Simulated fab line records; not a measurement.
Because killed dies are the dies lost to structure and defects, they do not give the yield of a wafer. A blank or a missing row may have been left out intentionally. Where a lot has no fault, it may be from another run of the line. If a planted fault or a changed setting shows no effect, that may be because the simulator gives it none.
fab line records | flow n5Finfet
record: lots: 6 | wafers: 18 | lastDay: 19
route steps=1938 shown BEOL_M10@1516
lots untouched by any fault: they come from a run of this same line in which no faults occurred
startH: hours from the record's opening day to when the first of the lot's shown wafers began | waitH: hours from the lot's prior step to this one | " repeats the value in the row above | L1.1+2: several wafers, shown together as one row | - no value present, or no start provided | * or withheld: withheld | < > ~ a bound
route shown NAME@n: NAME is a module with steps in the file, n the number in the route of the first one | usual: mean and standard deviation over wafers with no fault | same: alike in all rows | chamber/n: place in a boat | sites: readings site by site | _std_site: the values' standard deviation | _edge_site: the outer-site mean with the inner-site mean subtracted | radiusMm: for every site, how far away it sits from the centre of the wafer | mask NAME#n: copy n | behind: the last tool/chamber to shape the wafer | hold: the reason the lot was held/the length of the hold in hours/how it ended | device: names the non-switching transistor (n, p or np) | end of line: the same wafers' tests at the end of the route | a step given without rows: its recipe and nothing more | killed: the dies lost at the first sort to structure and to defects; this is not the yield of the wafer | map: per-die view of a wafer (x killed, . not killed, _ where there is no die)
set.NAME: setting as actually run; set.NAME@STEP: the setting as run at that earlier step | model.NAME: the simulator's own value behind a step, which no gauge read
lots at selected steps of the route; one table per step, one row per wafer
services: when a tool's chamber went out of use (startH, in hours from the record's first day, below 0 if earlier), for how many hours, and the reason
== steps ==
step: N5_BEOL_M10_HM_STRIP_39
recipe: chemistry: peroxideTinStrip | material: TiN | targetDepthA: 250 | tempC: 50 | timeS: 158
step: N5_BEOL_M10_SRD_40
recipe: timeS: 30 | tempC: 23 | rinseLiquid: diw | dry: ipaMarangoni
step: N5_BEOL_M10_PRECLEAN_42
recipe: chemistry: residueRemover | timeS: 60 | tempC: 40
step: N5_BEOL_M10_SRD_43
recipe: timeS: 30 | tempC: 23 | rinseLiquid: diw | dry: ipaMarangoni
step: N5_BEOL_M10_CD_MEAS_35
recipe: targetCdNm: 70 | polarity: opening
usual: cdNm: 69.7/0.48
lot.wafer | tool     | chamber | startH | waitH | cdNm
L902.1    | cdSem-02 | -       | 249.84 | 0.0   | 68.9
L902.4    | "        | -       | "      | "     | 69.6
L902.6    | "        | -       | "      | "     | 69.5
L909.1    | cdSem-01 | -       | 295.96 | 0.0   | 69.4
L909.4    | "        | -       | "      | "     | 69.4
L909.6    | "        | -       | "      | "     | 70.2
L911.2    | cdSem-01 | -       | 307.82 | 0.0   | 69.8
L911.4    | "        | -       | "      | "     | 69.8
L911.6    | "        | -       | "      | "     | 69.4
L923.1    | cdSem-01 | -       | 375.92 | 0.0   | 69.5
L923.3    | "        | -       | "      | "     | 69.4
L923.4    | "        | -       | "      | "     | 69.7
L924.2    | cdSem-03 | -       | 391.08 | 0.0   | 70.2
L924.5    | "        | -       | "      | "     | 69.8
L924.6    | "        | -       | "      | "     | 70.3
L925.1    | cdSem-01 | -       | 399.57 | 0.0   | 70.2
L925.4    | "        | -       | "      | "     | 70.0
L925.6    | "        | -       | "      | "     | 70.5
step: N5_BEOL_M10_CURE_72
recipe: tempC: 370 | timeS: 120 | ambient: DMADMS/He | material: SiCOH_lowk
usual: lampPowerPct: 52.32/0.052 | wafer_temp_C_max: 372.1/0.7
lot.wafer | tool      | chamber | startH | waitH | lampPowerPct | wafer_temp_C_max
L902.1    | uvCure-03 | 1       | 249.88 | 0.0   | 52.29        | 370.7
L902.4    | "         | 1       | "      | "     | 52.30        | 371.0
L902.6    | "         | 1       | "      | "     | 52.32        | 370.9
L909.1    | uvCure-01 | 2       | 296.00 | 0.0   | 52.36        | 373.0
L909.4    | "         | 2       | "      | "     | 52.28        | 373.5
L909.6    | "         | 2       | "      | "     | 52.33        | 372.5
L911.2    | uvCure-02 | 0       | 307.91 | 0.1   | 52.28        | 371.9
L911.4    | "         | 0       | "      | "     | 52.32        | 371.4
L911.6    | "         | 0       | "      | "     | 52.29        | 371.2
L923.1    | uvCure-03 | 0       | 375.96 | 0.0   | 52.34        | 371.9
L923.3    | "         | 0       | "      | "     | 52.31        | 371.6
L923.4    | "         | 0       | "      | "     | 52.31        | 371.9
L924.2    | uvCure-02 | 2       | 391.17 | 0.1   | 52.26        | 371.6
L924.5    | "         | 2       | "      | "     | 52.14        | 371.3
L924.6    | "         | 2       | "      | "     | 52.32        | 371.3
L925.1    | uvCure-03 | 0       | 399.61 | 0.0   | 52.22        | 371.8
L925.4    | "         | 0       | "      | "     | 52.29        | 371.8
L925.6    | "         | 0       | "      | "     | 52.39        | 371.7
step: N5_BEOL_M10_DEGAS_44
recipe: ambient: vacuum | tempC: 250 | timeS: 60
step: N5_BEOL_M10_PRE_CLEAN_45
recipe: gas: H2/He | timeS: 30 | tempC: 250
usual: heaterPowerW: 325/20
lot.wafer | tool          | chamber | startH | waitH | heaterPowerW
L902.1    | pvdSputter-01 | -       | 250.26 | 0.0   | 278
L902.4    | "             | -       | "      | "     | 332
L902.6    | "             | -       | "      | "     | 277
L909.1    | pvdSputter-01 | -       | 296.68 | 0.0   | 340
L909.4    | "             | -       | "      | "     | 280
L909.6    | "             | -       | "      | "     | 337
L911.2    | pvdSputter-02 | -       | 308.22 | 0.0   | 358
L911.4    | "             | -       | "      | "     | 314
L911.6    | "             | -       | "      | "     | 345
L923.1    | pvdSputter-01 | -       | 376.37 | 0.0   | 336
L923.3    | "             | -       | "      | "     | 275
L923.4    | "             | -       | "      | "     | 316
L924.2    | pvdSputter-01 | -       | 393.31 | 0.0   | 320
L924.5    | "             | -       | "      | "     | 340
L924.6    | "             | -       | "      | "     | 324
L925.1    | pvdSputter-03 | -       | 400.02 | 0.0   | 338
L925.4    | "             | -       | "      | "     | 333
L925.6    | "             | -       | "      | "     | 345
step: N5_BEOL_M10_ALD_74
recipe: material: TaN | targetThkA: 20 | tempC: 275 | aldPrecursorFamily: PDMAT | aldCoReactant: NH3 | pressureTorr: 3 | carrierFlowSccm: 1500 | pulseTimeS: 2 | purgeTimeS: 3 | coReactantPurgeTimeS: 2 | coReactantPulseTimeS: 3 | aldCycles: 40 | precursorVesselTempC: 75 | precursorVesselPressureTorr: 26.25 | precursorVesselCarrierSccm: 1000
step: N5_BEOL_M10_SURFACE_TREAT_76
recipe: gas: Ar | timeS: * | ionEnergyEv: * | ionCurrentMaCm2: 0.5 | pressureMtorr: * | arFlowSccm: 30
usual: throttleValvePct: *
lot.wafer | tool          | chamber | startH | waitH | throttleValvePct
L902.1    | pvdSputter-03 | -       | 250.69 | 0.2   | *
L902.4    | "             | -       | "      | "     | *
L902.6    | "             | -       | "      | "     | *
L909.1    | pvdSputter-01 | -       | 297.10 | 0.2   | *
L909.4    | "             | -       | "      | "     | *
L909.6    | "             | -       | "      | "     | *
L911.2    | pvdSputter-03 | -       | 309.94 | 1.5   | *
L911.4    | "             | -       | "      | "     | *
L911.6    | "             | -       | "      | "     | *
L923.1    | pvdSputter-02 | -       | 376.77 | 0.2   | *
L923.3    | "             | -       | "      | "     | *
L923.4    | "             | -       | "      | "     | *
L924.2    | pvdSputter-01 | -       | 393.83 | 0.2   | *
L924.5    | "             | -       | "      | "     | *
L924.6    | "             | -       | "      | "     | *
L925.1    | pvdSputter-03 | -       | 400.38 | 0.2   | *
L925.4    | "             | -       | "      | "     | *
L925.6    | "             | -       | "      | "     | *
step: N5_BEOL_M10_CVD_75
recipe: material: Co | targetThkA: 20 | tempC: withheld | precursor: CCTBA/H2 | pressureTorr: 30 | timeS: 138.9
step: N5_BEOL_M10_SPUTTER_48
recipe: material: Cu | targetThkA: 120 | tempC: -20 | biasV: 60 | powerW: 26000 | chamberPressurePa: 0.13 | timeS: 2
usual: chuckSensorTempC: -15.9/0.54 | throttleValvePct: 30.3/0.9
lot.wafer | tool          | chamber | startH | waitH | chuckSensorTempC | throttleValvePct
L902.1    | pvdSputter-02 | -       | 251.05 | 0.2   | -15.9            | 29.0
L902.4    | "             | -       | "      | "     | -16.1            | 29.5
L902.6    | "             | -       | "      | "     | -15.4            | 30.0
L909.1    | pvdSputter-03 | -       | 297.36 | 0.2   | -16.1            | 29.4
L909.4    | "             | -       | "      | "     | -15.4            | 31.9
L909.6    | "             | -       | "      | "     | -16.0            | 29.3
L911.2    | pvdSputter-01 | -       | 310.22 | 0.2   | -17.0            | 31.0
L911.4    | "             | -       | "      | "     | -16.9            | 30.4
L911.6    | "             | -       | "      | "     | -15.9            | 30.3
L923.1    | pvdSputter-03 | -       | 377.01 | 0.1   | -16.1            | 29.4
L923.3    | "             | -       | "      | "     | -16.7            | 30.0
L923.4    | "             | -       | "      | "     | -15.4            | 31.6
L924.2    | pvdSputter-02 | -       | 394.02 | 0.1   | -16.0            | 28.9
L924.5    | "             | -       | "      | "     | -16.0            | 29.4
L924.6    | "             | -       | "      | "     | -15.2            | 29.9
L925.1    | pvdSputter-01 | -       | 400.57 | 0.1   | -15.7            | 30.3
L925.4    | "             | -       | "      | "     | -16.7            | 30.6
L925.6    | "             | -       | "      | "     | -16.8            | 30.7
step: N5_BEOL_M10_ECD_50
recipe: material: Cu | targetThkA: 3180
lot.wafer | tool     | chamber | startH | waitH | model.Cu_of_BEOL_M10_ECD_50.thkNm
L902.1    | ecdCu-01 | 0       | 251.17 | 0.1   | 321
L902.4    | "        | 0       | "      | "     | 323.8
L902.6    | "        | 1       | "      | "     | 328.2
L909.1    | ecdCu-01 | 0       | 297.48 | 0.1   | 319.4
L909.4    | "        | 1       | "      | "     | 323
L909.6    | "        | 0       | "      | "     | 508.2
L911.2    | ecdCu-01 | 1       | 310.34 | 0.1   | 319.2
L911.4    | "        | 1       | "      | "     | 320.4
L911.6    | "        | 0       | "      | "     | 511.2
L923.1    | ecdCu-02 | 1       | 377.14 | 0.1   | 319
L923.3    | "        | 1       | "      | "     | 316.2
L923.4    | "        | 0       | "      | "     | 318.8
L924.2    | ecdCu-02 | 1       | 394.14 | 0.1   | 312.2
L924.5    | "        | 1       | "      | "     | 311
L924.6    | "        | 0       | "      | "     | 314.8
L925.1    | ecdCu-01 | 0       | 400.69 | 0.1   | 315.4
L925.4    | "        | 0       | "      | "     | 315
L925.6    | "        | 1       | "      | "     | 314.8
step: N5_BEOL_M10_ANNEAL_51
recipe: tempC: 225 | timeS: 90 | ambient: N2
usual: annealTempC: 225.02/0.17 | wafer_temp_C_max: 226.0/0.51
lot.wafer | tool         | chamber | startH | waitH | annealTempC | wafer_temp_C_max
L902.1    | rtpAnneal-02 | 0       | 251.66 | 0.5   | 225.04      | 225.4
L902.4    | "            | 0       | "      | "     | 225.02      | 225.2
L902.6    | "            | 0       | "      | "     | 224.99      | 225.3
L909.1    | rtpAnneal-02 | 0       | 297.98 | 0.5   | 224.80      | 225.9
L909.4    | "            | 0       | "      | "     | 224.58      | 225.7
L909.6    | "            | 0       | "      | "     | 225.02      | 225.8
L911.2    | rtpAnneal-02 | 0       | 310.50 | 0.1   | 225.02      | 225.5
L911.4    | "            | 0       | "      | "     | 224.69      | 225.5
L911.6    | "            | 0       | "      | "     | 225.01      | 225.6
L923.1    | rtpAnneal-01 | 0       | 377.25 | 0.1   | 225.31      | 225.9
L923.3    | "            | 0       | "      | "     | 225.15      | 226.4
L923.4    | "            | 0       | "      | "     | 225.26      | 226.5
L924.2    | rtpAnneal-02 | 0       | 394.33 | 0.2   | 225.15      | 225.2
L924.5    | "            | 0       | "      | "     | 224.86      | 225.1
L924.6    | "            | 0       | "      | "     | 224.80      | 225.5
L925.1    | rtpAnneal-02 | 0       | 401.27 | 0.6   | 225.14      | 225.3
L925.4    | "            | 0       | "      | "     | 224.95      | 225.4
L925.6    | "            | 0       | "      | "     | 225.01      | 225.4
step: N5_BEOL_M10_CMP_52
recipe: stopOn: SiCOH_lowk | tOverpolishS: 7 | downForcePsi: 1 | platenRpm: 50 | clearingPlatenDownForcePsi: 1.5 | clearingPlatenRpm: 50 | postCmpClean: cuAlkaline | targetThkNm: 140 | clearingPlatenPadVelocityMS: 0.99484 | padVelocityMS: 0.99484
usual: motorCurrentA: 6.1/0.38 | timeToEndpointS: 66.4/2.3
lot.wafer | tool   | chamber | startH | waitH | motorCurrentA | timeToEndpointS
L902.1    | cmp-01 | 2       | 251.97 | 0.3   | 6.0           | 68.1
L902.4    | "      | 3       | "      | "     | 6.7           | 70.4
L902.6    | "      | 2       | "      | "     | 5.9           | 71.4
L909.4    | cmp-01 | 0       | 298.27 | 0.1   | 6.2           | 66.4
L909.1    | "      | 3       | "      | "     | 6.5           | 65.0
L909.6    | "      | 1       | "      | "     | 6.9           | 101.4
L911.2    | cmp-02 | 1       | 310.75 | 0.2   | 5.8           | 64.6
L911.4    | "      | 3       | "      | "     | 6.2           | 66.3
L911.6    | "      | 2       | "      | "     | 6.0           | 105.5
L923.3    | cmp-04 | 3       | 377.55 | 0.2   | 6.5           | 61.7
L923.4    | "      | 1       | "      | "     | 6.2           | 66.4
L923.1    | "      | 2       | "      | "     | 5.0           | 64.2
L924.2    | cmp-02 | 2       | 394.58 | 0.2   | 6.1           | 63.8
L924.6    | "      | 2       | "      | "     | 6.1           | 62.0
L924.5    | "      | 3       | "      | "     | 6.0           | 63.9
L925.1    | cmp-02 | 3       | 401.60 | 0.3   | 5.9           | 65.8
L925.4    | "      | 1       | "      | "     | 5.8           | 67.7
L925.6    | "      | 2       | "      | "     | 6.3           | 65.2
step: N5_BEOL_M10_THK_MEAS_53
recipe: thkMeasGauge: xrf | reads: Cu_of_BEOL_M10_ECD_50
usual: M10_THK: 140.1/2.4
lot.wafer | tool         | chamber | startH | waitH | M10_THK[nm]
L902.1    | filmMetro-01 | -       | 252.27 | -     | 143.9
L902.4    | "            | -       | "      | "     | 141.0
L902.6    | "            | -       | "      | "     | 141.9
L909.1    | filmMetro-01 | -       | 298.57 | -     | 142.8
L909.4    | "            | -       | "      | "     | 145.0
L909.6    | "            | -       | "      | "     | 140.8
L911.2    | filmMetro-01 | -       | 311.04 | -     | 140.7
L911.4    | "            | -       | "      | "     | 140.5
L911.6    | "            | -       | "      | "     | 139.9
L923.1    | filmMetro-01 | -       | 377.84 | -     | 139.2
L923.3    | "            | -       | "      | "     | 144.6
L923.4    | "            | -       | "      | "     | 142.1
L924.2    | filmMetro-02 | -       | 394.88 | -     | 140.2
L924.5    | "            | -       | "      | "     | 138.8
L924.6    | "            | -       | "      | "     | 138.4
L925.1    | filmMetro-02 | -       | 401.86 | -     | 140.8
L925.4    | "            | -       | "      | "     | 141.3
L925.6    | "            | -       | "      | "     | 139.2
== services ==
tool          | chamber | startH | hours | kind
rtpAnneal-01  | -       | 228.59 | 4.2   | pm
cmp-01        | -       | 232.07 | 3.1   | pm
cmp-02        | -       | 238.51 | 0.8   | repair
cmp-01        | -       | 240.79 | 0.9   | repair
ecdCu-01      | -       | 252.06 | 7.3   | pm
cmp-04        | -       | 257.06 | 1.3   | repair
cmp-02        | -       | 283.74 | 4.0   | pm
pvdSputter-01 | -       | 283.92 | 0.7   | repair
cmp-02        | -       | 287.74 | -     | consumableReplace:conditioner
cmp-02        | -       | 287.74 | -     | consumableReplace:pad
uvCure-02     | -       | 291.28 | 1.2   | repair
cmp-01        | -       | 298.50 | 4.0   | pm
cmp-01        | -       | 302.50 | -     | consumableReplace:conditioner
cmp-01        | -       | 302.50 | -     | consumableReplace:pad
cmp-01        | -       | 304.50 | 4.9   | pm
uvCure-03     | -       | 331.52 | 1.0   | pm
ecdCu-02      | -       | 332.17 | 1.5   | repair
uvCure-03     | -       | 345.35 | 7.5   | pm
uvCure-03     | -       | 357.68 | 14.6  | pm
pvdSputter-02 | -       | 359.51 | 2.0   | repair
cmp-04        | -       | 365.41 | 1.9   | repair
cmp-04        | -       | 368.28 | 0.4   | repair
cmp-04        | -       | 393.82 | 4.0   | pm
== key ==
firstSign: step: N5_BEOL_M10_CMP_52 | reading: timeToEndpointS | direction: up | sigmas: 16 | usual: * | struck: *
effect none on later readings
modelEffect: step: N5_BEOL_M10_ECD_50 | value: Cu_of_BEOL_M10_ECD_50.thkNm | without: 320.4 | struck: 509.7
metAt N5_BEOL_M10_ECD_50
struckWafers L909.6,L911.6
onsetBetween 251.17 297.48
fault: kind: processParameterDrift | tool: ecdCu-01 | chamber: - | onsetH: 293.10 | steps: N5_BEOL_M10_ECD_50 | channel: targetThkA | offset: * | shape: step | endH: 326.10 | scope: struckWafersOnly | actsIn: * | stated: *
